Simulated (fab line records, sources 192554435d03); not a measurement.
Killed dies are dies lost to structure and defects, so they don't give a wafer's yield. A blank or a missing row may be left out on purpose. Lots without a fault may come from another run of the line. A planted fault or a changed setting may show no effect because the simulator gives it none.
Split-lot experiment | flow n5_finfet | 7 lots, 21 wafers read, on a route of 1938 steps

THE SPLIT
At N5_FIN_SAQP_SPACER1_ALD_24 (deposits SiO2, target thk 20.3 nm, pulse time 1 s, purge time 2 s), the setting ald_cycles was moved away from the recipe's 218 on 5 of the 21 wafers read, by +9.2% to +14.7%. The other wafers ran this setting at the recipe's value.

FROM THE SPLIT TO THE READING: what the file shows between them, 2 steps
- N5_FIN_SAQP_SPACER1_ETCHBACK_25: etches SiO2 in CHF3/O2, target depth 24.4 nm, time 12.2 s
- N5_FIN_SAQP_MANDREL1_REMOVE_56: chemistry HBr/Cl2/O2, target a-Si, stops on SiNx, bt time 10 s

THE READING
cd_nm, in nm, at N5_FIN_SAQP_CD_MEAS_27 (target cd 20 nm). Fault-free wafers of this fab line usually give 20.33 nm, standard deviation 0.24 nm.

wafer  | tool, chamber at the split | ald_cycles as run | against the recipe | cd_nm, nm | against lot-mates on the recipe
L074.1 | ald_sin-01, 2              | 242               | +11.0%             | 22.61     | +2.38
L074.2 | ald_sin-01, 1              | 218               | recipe             | 20.28     | -
L074.6 | ald_sin-01, 1              | 218               | recipe             | 20.18     | -
L076.1 | ald_sin-03, 0,3            | 218               | recipe             | 20.33     | -
L076.2 | ald_sin-03, 0,3            | 218               | recipe             | 20.17     | -
L076.3 | ald_sin-03, 1              | 250               | +14.7%             | 23.77     | +3.52
L082.1 | ald_sin-03, 1,3,2          | 218               | recipe             | 20.09     | -
L082.4 | ald_sin-03, 1,3,2          | 218               | recipe             | 20.04     | -
L082.6 | ald_sin-03, 1,3,2          | 218               | recipe             | 20.03     | -
L087.4 | ald_sin-01, 1,3            | 218               | recipe             | 20.07     | -
L087.5 | ald_sin-01, 1,3            | 218               | recipe             | 20.27     | -
L087.6 | ald_sin-01, 0              | 218               | recipe             | 20.50     | -
L089.1 | ald_sin-02, 1,0,3          | 218               | recipe             | 20.34     | -
L089.2 | ald_sin-02, 1,0,3          | 218               | recipe             | 20.17     | -
L089.4 | ald_sin-02, 1,0,3          | 218               | recipe             | 20.15     | -
L094.1 | ald_sin-02, 0,1            | 218               | recipe             | 20.62     | -
L094.3 | ald_sin-02, 0,1            | 218               | recipe             | 20.49     | -
L094.5 | ald_sin-02, 0              | 249               | +14.2%             | 23.21     | +2.66
L095.2 | ald_sin-03, 2              | 218               | recipe             | 20.50     | -
L095.4 | ald_sin-03, 0,3            | 238               | +9.2%              | 22.06     | +1.56
L095.6 | ald_sin-03, 0,3            | 238               | +9.2%              | 22.41     | +1.91
Where a row lists several chambers, the file gives one row for several wafers and doesn't say which wafer went through which chamber.

THE FIT
A straight line over all 21 wafers: cd_nm changes by +0.22 nm for each +1% of ald_cycles; r = +0.99; the points scatter about the line by 0.19 nm.
The same after taking each lot's own level away (the mean of its wafers on the recipe; 21 wafers): +0.209 nm for each +1%; r = +0.99; scatter 0.17 nm.
On that fit, the largest move of ald_cycles shifts the reading by 3.1 nm.
The lots' own levels span 20.053 to 20.555 nm, that is 2.1 times the standard deviation above.
So the lot-to-lot level changes the slope little: the two slopes agree.
Check: with one of the wafers moved furthest among these (+14.7%) left out of the fit, the line predicts +2.86 nm for it against its lot-mates. It came out at +3.52 nm against them.

THE WHOLE CHAIN: every reading that the file lists as answering this split, in the file's order
step                           | what it does                                                      | reading                                                                                 | change (the file's fit)               | r (the file's)
N5_FIN_SAQP_SPACER1_ALD_24     | deposits SiO2, target thk 20.3 nm, pulse time 1 s, purge time 2 s | SiO2_of_FIN_SAQP_SPACER1_ALD_24.thk_nm (the simulator's own value, which no gauge read) | +0.206 nm for each +1% of the setting | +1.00
N5_FIN_SAQP_MANDREL1_REMOVE_56 | chemistry HBr/Cl2/O2, target a-Si, stops on SiNx, bt time 10 s    | FIN_SAQP.cd_nm (the simulator's own value, which no gauge read)                         | +0.206 nm for each +1% of the setting | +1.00
N5_FIN_SAQP_CD_MEAS_27         | target cd 20 nm                                                   | cd_nm                                                                                   | +0.211 nm for each +1% of the setting | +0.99

THE FILE'S OWN FIT
cd_nm changes by +0.211 nm for each +1% of ald_cycles, r = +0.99.
